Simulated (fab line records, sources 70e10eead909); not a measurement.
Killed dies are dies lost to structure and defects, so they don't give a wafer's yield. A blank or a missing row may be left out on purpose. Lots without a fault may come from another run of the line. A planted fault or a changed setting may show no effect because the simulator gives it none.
fab line records | flow nand_harc
record lots=6 wafers=18 last_day=32
route steps=1302 shown P_M2@338 P_BONDPAD@351
lots that met no fault: from a run of the same line without faults
start_h: hours from the record's first day to the start of the lot's first wafer shown | wait_h: hours since the lot's step before | " the same as in the row above | L1.1+2: a row that stands for several wafers | - no value, or no start given | * or withheld: withheld | < > ~ a bound
route shown NAME@n: a module of which the file shows steps, and the number in the route of the first | usual: mean/standard deviation of fault-free wafers | same: alike in all rows | chamber/n: place in a boat | sites: the reading at each site | _std_site: their standard deviation | _edge_site: outer sites' mean less inner sites' | radius_mm: how far each site lies from the wafer's centre | mask NAME#n: copy n | behind: the tool/chamber that last shaped the wafer | hold: why the lot was held/for how many hours/how that ended | device: the transistor (n, p or np) that didn't switch | end of line: the same wafers' tests at the end of the route | a step without rows: its recipe alone | killed: dies lost to structure and defects at the first sort, not the wafer's yield | map: a wafer's dies, x killed, . not, _ none there
set.NAME: the setting as run; set.NAME@STEP: as run at that earlier step | model.NAME: the simulator's own value behind a step, which no gauge read
lots at some steps of the route; a table a step, a row a wafer
services: from which hour (start_h, from the record's first day; less than 0 if before it) a tool's chamber was out of use, for how many hours, and why
## steps
# step NHARC_P_M2_DEGAS_29
# recipe temp_c=250 time_s=60
# usual heater_power_w=328/39
# columns lot.wafer tool chamber start_h wait_h heater_power_w
L936.3 pvd_sputter-02 - 150.46 - 350
L936.1 " - " " 387
L936.4 " - " " 312
L938.1 pvd_sputter-02 - 172.08 - 381
L938.2 " - " " 271
L938.5 " - " " 379
L944.1 pvd_sputter-02 - 227.62 - 269
L944.5 " - " " 379
L944.6 " - " " 303
L943.1 pvd_sputter-02 - 228.46 - 388
L943.3 " - " " 340
L943.6 " - " " 300
L952.2 pvd_sputter-02 - 311.52 - 360
L952.3 " - " " 366
L952.4 " - " " 284
L955.4 pvd_sputter-02 - 337.79 - 348
L955.1 " - " " 371
L955.5 " - " " 346
# step NHARC_P_M2_PRE_CLEAN_30
# recipe time_s=30 temp_c=280 gas=H2/He
# usual heater_power_w=404/48
# columns lot.wafer tool chamber start_h wait_h heater_power_w
L936.1 pvd_sputter-02 - - - 374
L936.4 " - " " 337
L936.3 " - " " 431
L938.2 pvd_sputter-02 - - - 325
L938.1 " - " " 424
L938.5 " - " " 346
L944.1 pvd_sputter-02 - - - 484
L944.5 " - " " 474
L944.6 " - " " 367
L943.1 pvd_sputter-02 - - - 479
L943.3 " - " " 370
L943.6 " - " " 465
L952.4 pvd_sputter-02 - - - 337
L952.3 " - " " 438
L952.2 " - " " 465
L955.4 pvd_sputter-02 - - - 457
L955.1 " - " " 404
L955.5 " - " " 432
# step NHARC_P_M2_PVD_20
# recipe target_thk_a=50 bias_v=168.6 power_w=15000 chamber_pressure_pa=0.12 time_s=8.06 substrate_temp_c=50 material=TaN
# usual throttle_valve_pct=29.5/0.86
# columns lot.wafer tool chamber start_h wait_h throttle_valve_pct
L936.4 pvd_sputter-02 - - - 30.0
L936.3 " - " " 30.3
L936.1 " - " " 29.1
L938.1 pvd_sputter-02 - - - 30.0
L938.2 " - " " 29.0
L938.5 " - " " 28.7
L944.1 pvd_sputter-02 - - - 28.9
L944.5 " - " " 30.3
L944.6 " - " " 28.7
L943.3 pvd_sputter-02 - - - 29.1
L943.1 " - " " 29.8
L943.6 " - " " 28.7
L952.3 pvd_sputter-02 - - - 29.4
L952.2 " - " " 29.4
L952.4 " - " " 30.2
L955.1 pvd_sputter-02 - - - 29.5
L955.4 " - " " 29.8
L955.5 " - " " 29.8
# step NHARC_P_M2_PVD_21
# recipe target_thk_a=300 chamber_pressure_pa=5 power_w=5000 substrate_temp_c=30 time_s=20.49 material=Cu
# step NHARC_P_M2_ECD_22
# recipe target_thk_a=4000 bath_temp_c=25 material=Cu
# step NHARC_P_M2_ANNEAL_31
# recipe temp_c=225 time_s=90
# step NHARC_P_M2_CMP_23
# recipe t_overpolish_s=20 target_thk_nm=144.3
# usual motor_current_A=11.9/1.2 time_to_endpoint_s=30/3.4
# columns lot.wafer tool chamber start_h wait_h motor_current_A time_to_endpoint_s
L936.1 cmp-01 3 151.57 - 10.9 25
L936.4 " 0 " " 12.8 30
L936.3 " 2 " " 12.4 23
L938.1 cmp-04 1 173.20 - 12.7 37
L938.2 " 2 " " 12.0 34
L938.5 " 3 " " 10.2 28
L944.1 cmp-04 3 229.22 - 9.6 29
L944.5 " 0 " " 11.7 37
L944.6 " 1 " " 12.1 36
L943.1 cmp-02 3 229.64 - 13.7 30
L943.3 " 0 " " 10.1 25
L943.6 " 3 " " 14.8 29
L952.2 cmp-01 1 312.60 - 12.1 32
L952.3 " 2 " " 13.3 26
L952.4 " 0 " " 12.7 33
L955.1 cmp-01 1 338.93 - 12.2 32
L955.4 " 2 " " 13.5 30
L955.5 " 3 " " 10.6 28
# step NHARC_P_M2_THK_MEAS_24
# recipe thk_meas_gauge=xrf
# usual thk_nm=144.5/1.7
# columns lot.wafer tool chamber start_h wait_h thk_nm
L936.1 film_metro-01 - 151.88 - 142.4
L936.3 " - " " 143.2
L936.4 " - " " 145.0
L938.1 film_metro-01 - 173.46 - 147.0
L938.2 " - " " 145.6
L938.5 " - " " 143.7
L944.1 film_metro-02 - 229.45 - 144.1
L944.5 " - " " 147.4
L944.6 " - " " 145.1
L943.1 film_metro-02 - 229.93 - 142.3
L943.3 " - " " 141.5
L943.6 " - " " 143.7
L952.2 film_metro-01 - 312.92 - 145.7
L952.3 " - " " 147.1
L952.4 " - " " 146.7
L955.1 film_metro-01 - 339.19 - 145.6
L955.4 " - " " 142.4
L955.5 " - " " 143.5
# step NHARC_P_M2_SRD_25
# step NHARC_P_M2_INSPECT_27
# usual raw_defect_count=298/110
# columns lot.wafer tool chamber start_h wait_h raw_defect_count
L936.1 defect_inspect-02 - 152.06 0.0 372
L936.3 " - " " 273
L936.4 " - " " 349
L938.1 defect_inspect-01 - 173.62 0.0 214
L938.2 " - " " 268
L938.5 " - " " 260
L944.1 defect_inspect-01 - 229.61 0.0 271
L944.5 " - " " 398
L944.6 " - " " 302
L943.1 defect_inspect-01 - 230.09 0.0 257
L943.3 " - " " 533
L943.6 " - " " 154
L952.2 defect_inspect-01 - 313.08 0.0 205
L952.3 " - " " 305
L952.4 " - " " 330
L955.1 defect_inspect-01 - 339.35 0.0 209
L955.4 " - " " 202
L955.5 " - " " 249
# step NHARC_P_M2_PRE_CLEAN_32
# recipe time_s=12 temp_c=370 rf_power_w=300 gas=NH3
# usual heater_power_w=641/78
# columns lot.wafer tool chamber start_h wait_h heater_power_w
L936.3 pecvd-02 1 152.13 0.1 826
L936.1 " 0 " " 611
L936.4 " 1 " " 803
L938.1 pecvd-03 1 173.68 0.1 509
L938.2 " 0 " " 570
L938.5 " 2 " " 724
L944.1 pecvd-03 1 229.85 0.2 530
L944.5 " 2 " " 626
L944.6 " 0 " " 628
L943.1 pecvd-03 1 230.20 0.1 563
L943.3 " 2 " " 687
L943.6 " 0 " " 567
L952.2 pecvd-03 2 313.15 0.1 719
L952.3 " 1 " " 545
L952.4 " 2 " " 727
L955.1 pecvd-03 2 339.52 0.2 674
L955.5 " 0 " " 577
L955.4 " 1 " " 557
# step NHARC_P_M2_DEP_33
# recipe target_thk_a=300 temp_c=370 target_thk_nm=30 pressure_torr=3 flow_sccm=200 rf_w=450 material=SiCN
# usual chamber_pressure_Torr=3.000/0.0062 heater_power_outer_w=324/57 heater_power_w=590/80
# columns lot.wafer tool chamber start_h wait_h chamber_pressure_Torr heater_power_outer_w heater_power_w
L936.3 pecvd-02 1 152.21 0.1 2.999 446 753
L936.1 " 0 " " 3.005 336 663
L936.4 " 1 " " 3.000 439 756
L938.1 pecvd-03 1 173.76 0.1 2.995 231 432
L938.2 " 0 " " 3.000 326 583
L938.5 " 2 " " 2.991 323 631
L944.1 pecvd-03 1 229.93 0.1 - - -
L944.5 " 2 " " - - -
L944.6 " 0 " " - - -
L943.1 pecvd-03 1 230.31 0.1 - - -
L943.3 " 2 " " - - -
L943.6 " 0 " " - - -
L952.2 pecvd-03 2 313.22 0.1 3.002 357 686
L952.3 " 1 " " 2.993 217 447
L952.4 " 2 " " 2.997 367 681
L955.1 pecvd-03 2 339.66 0.1 2.998 326 657
L955.5 " 0 " " 3.008 284 557
L955.4 " 1 " " 3.002 199 413
# step NHARC_P_BONDPAD_DEP_00
# recipe target_thk_a=2500 temp_c=370 target_thk_nm=250 pressure_torr=3 flow_sccm=200 rf_w=450 material=SiCN
## services
# columns tool chamber start_h hours kind
cmp-02 - 129.20 0.6 repair
cmp-02 - 134.55 4.0 pm
cmp-02 - 143.89 4.2 repair
pecvd-03 1 158.90 13.6 repair
pecvd-03 - 177.07 1.3 repair
pvd_sputter-02 - 183.48 7.7 repair
pecvd-03 - 185.00 13.0 pm
pecvd-03 0 185.00 13.0 vent_cycle
pecvd-03 1 185.00 13.0 vent_cycle
pecvd-03 2 185.00 13.0 vent_cycle
cmp-01 - 193.53 4.0 pm
pecvd-03 0 198.00 - clean
pecvd-03 1 198.00 - clean
cmp-02 - 200.60 12.3 repair
cmp-04 - 209.00 4.0 pm
pecvd-02 - 227.33 13.0 pm
cmp-02 - 232.70 4.0 pm
cmp-01 - 237.91 0.8 repair
pecvd-02 2 260.19 131.5 repair
pvd_sputter-02 - 282.00 10.0 pm
cmp-01 - 291.53 4.0 pm
cmp-04 - 307.00 4.0 pm
cmp-02 - 314.10 0.7 repair
cmp-02 - 330.70 4.0 pm
## key
first_sign step=NHARC_P_M2_DEP_33 reading=tool_record direction=missing
effect none on later readings
met_at NHARC_P_M2_DEP_33
struck_wafers L943.1,L943.3,L943.6,L944.1,L944.5,L944.6
sort_left_out L943.1,L943.3,L943.6,L944.1,L944.5,L944.6
onset_between 173.76 229.93
fault kind=skipped_step_whole tool=pecvd-03 chamber=- onset_h=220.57 steps=NHARC_P_M2_DEP_33 scope=struck_lots_only
# sort_left_out: the simulated sort isn't trusted on such a fault, so these wafers' sort isn't shown, and their yield isn't known
